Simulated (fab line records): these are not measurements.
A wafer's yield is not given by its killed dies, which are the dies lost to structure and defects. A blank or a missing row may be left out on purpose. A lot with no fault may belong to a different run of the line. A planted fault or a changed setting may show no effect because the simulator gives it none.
Chamber matching || flow n5 finfet || ald metal-02 running N5_HKMG_FIN_PWFM_ALD_03: 4 sister chambers
The step deposits TiN, target thk 2 nm, pulse time 1 s, purge time 3 s. 8 wafers are shown with their chamber, then 8 later ones without.

WAFERS PAIRED WITH THEIR CHAMBERS
{"wafer": "L077.1", "chamber": 1, "heater power w (W)": 782, "heater power outer w (W)": 504}
{"wafer": "L077.6", "chamber": 1, "heater power w (W)": 798, "heater power outer w (W)": 502}
{"wafer": "L076.3", "chamber": 2, "heater power w (W)": 894, "heater power outer w (W)": 576}
{"wafer": "L078.2", "chamber": 3, "heater power w (W)": 1068, "heater power outer w (W)": 677}
{"wafer": "L083.1", "chamber": 0, "heater power w (W)": 928, "heater power outer w (W)": 571}
{"wafer": "L083.5", "chamber": 2, "heater power w (W)": 905, "heater power outer w (W)": 570}
{"wafer": "L083.6", "chamber": 3, "heater power w (W)": 1076, "heater power outer w (W)": 650}
{"wafer": "L085.3", "chamber": 0, "heater power w (W)": 913, "heater power outer w (W)": 567}

WAFERS WITH NO CHAMBER GIVEN
{"wafer": "L085.5", "heater power w (W)": 791, "heater power outer w (W)": 499}
{"wafer": "L085.6", "heater power w (W)": 905, "heater power outer w (W)": 569}
{"wafer": "L093.3", "heater power w (W)": 905, "heater power outer w (W)": 572}
{"wafer": "L093.4", "heater power w (W)": 906, "heater power outer w (W)": 575}
{"wafer": "L093.6", "heater power w (W)": 916, "heater power outer w (W)": 568}
{"wafer": "L095.2", "heater power w (W)": 1085, "heater power outer w (W)": 663}
{"wafer": "L095.4", "heater power w (W)": 939, "heater power outer w (W)": 590}
{"wafer": "L095.6", "heater power w (W)": 903, "heater power outer w (W)": 552}

THE CHAMBER EACH PASSED THROUGH
{"wafer": "L085.5", "from the rows above": 1, "in truth": 1}
{"wafer": "L085.6", "from the rows above": "can't be placed: 2 or 0", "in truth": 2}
{"wafer": "L093.3", "from the rows above": "can't be placed: 2 or 0", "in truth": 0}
{"wafer": "L093.4", "from the rows above": "can't be placed: 2 or 0", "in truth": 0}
{"wafer": "L093.6", "from the rows above": "can't be placed: 0 or 2", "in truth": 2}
{"wafer": "L095.2", "from the rows above": 3, "in truth": 3}
{"wafer": "L095.4", "from the rows above": "can't be placed: 0 or 2", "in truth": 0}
{"wafer": "L095.6", "from the rows above": "can't be placed: 2 or 0", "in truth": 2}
Correct placement for 2 of the 8. Not placeable from these rows: 6 (in 6, the candidates include the true chamber). 0 placed wrongly.
How it was worked out, from the rows above alone: a wafer's distance from a chamber is the root of the sum, over the readings, of the square of ((its reading less the chamber's mean) divided by the reading's scatter). The wafer belongs to the nearest chamber; if the next one is less than 2 further off, it can't be placed. The mean given for a chamber averages the wafers shown for that chamber. How the scatter is found: for the shown wafers, subtract from each reading the mean of its chamber, square and add these, divide the total by (wafers less chambers), then take the root.
